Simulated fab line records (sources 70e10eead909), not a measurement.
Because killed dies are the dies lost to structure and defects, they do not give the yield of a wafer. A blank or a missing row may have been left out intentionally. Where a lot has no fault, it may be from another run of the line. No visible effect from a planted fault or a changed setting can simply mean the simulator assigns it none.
A lot that was struck, set against a sound lot | flow nand_harc | 14 steps out of a route of 1302
Sound: the wafers L527.1, L527.3, L527.5. Struck: wafer L541.5 (left out: L541.1, L541.4 of the same lot, which were not struck); the cause appears at the end.
Each step with rows lists, per side, the tool, then ch with its chambers, then its first start. Under that, the readings that differ: sound wafers | struck wafers | difference of the means | sigmas: that difference in standard deviations of wafers without a fault.
alike: a reading whose means differ by less than 2 such deviations, as well as words and numbers matching on both sides. not compared: withheld readings; readings where some wafer has no value; bounds like >300 that might hide an equal value; numbers whose values overlap and for which the record gives no deviation.
A row with sigmas, a row that says differs or no value, or rows on one side alone: a step with any of these is where the two part. Numbers that don't overlap but have no deviation are shown without sigmas and don't part them. A reading missing from all wafers of one side parts the sides only when that side holds two or more wafers.

first, 2 steps without rows for these wafers: NHARC_A_DECK1_JOINT_ANNEAL_28 (time 1800 s); NHARC_A_DECK1_JOINT_ANNEAL_29 (time 1800 s).
NHARC_A_DECK1_JOINT_CMP_02: polishes SiOx.
  sound on cmp-02 ch 1,2,3, day 14 04:26; struck on cmp-03 ch 1, day 19 20:13
  alike: edge_zone_pressure_frac, motor_current_A, retaining_ring_pressure_frac, slurry_filter_dp_kPa
following that, these wafers have no rows for 1 step: NHARC_A_DECK1_JOINT_SRD_15.
NHARC_A_DECK1_JOINT_DEP_16: deposits SiO2, target thk 45 nm.
  sound on pecvd-02 ch 1,2, day 14 04:49; struck on pecvd-03 ch 2, day 19 20:49
  alike: heater_power_w, throttle_valve_pct
  not compared: since_wet_clean_h
NHARC_A_DECK1_JOINT_THK_MEAS_17: measures by ellipsometry.
  struck on film_metro-01, day 19 21:02; sound on film_metro-01, day 14 05:06
  alike: thk_nm
NHARC_A_DECK1_JOINT_INSPECT_05:
  struck on defect_inspect-02, day 19 21:05; sound on defect_inspect-02, day 14 05:08
  alike: raw_defect_count
following that, 1 step holds no rows for these wafers, namely NHARC_A_ONON_D2_DEP_00 (target thickness 1000 nm).
NHARC_A_ONON_D2_THK_MEAS_02: measures by ellipsometry.
  struck on film_metro-01, day 19 21:50; sound on film_metro-01, day 14 05:43
  reading     | sound       | struck | difference | sigmas
  thk_nm (nm) | 992 993 993 | 1012   | +19        | +2
following that, 1 step holds no rows for these wafers, namely NHARC_A_ONON_D2_DEP_03 (target thickness 1000 nm).
NHARC_A_ONON_D2_THK_MEAS_05: measures by ellipsometry.
  struck on film_metro-01, day 19 22:23; sound on film_metro-02, day 14 06:16
  alike: thk_nm
NHARC_A_ONON_D2_DEP_06: target thk 1000 nm.
  sound on pecvd_onon-02 ch 0, day 14 06:19; struck on pecvd_onon-02 ch 0, day 19 22:28
  alike: nh3_flow_sccm
NHARC_A_ONON_D2_THK_MEAS_08: measures by ellipsometry.
  struck on film_metro-02, day 19 22:58; sound on film_metro-01, day 14 06:50
  reading     | sound          | struck | difference | sigmas
  thk_nm (nm) | 1002 1001 1002 | 960    | -42        | -3
following that, 1 step holds no rows for these wafers, namely NHARC_A_ONON_D2_DEP_09 (target thickness 1000 nm).

## WHERE THEY PART
Last at NHARC_A_ONON_D2_THK_MEAS_08 as far as this record goes, first at NHARC_A_ONON_D2_THK_MEAS_02.

WHY: whatever the simulator had introduced
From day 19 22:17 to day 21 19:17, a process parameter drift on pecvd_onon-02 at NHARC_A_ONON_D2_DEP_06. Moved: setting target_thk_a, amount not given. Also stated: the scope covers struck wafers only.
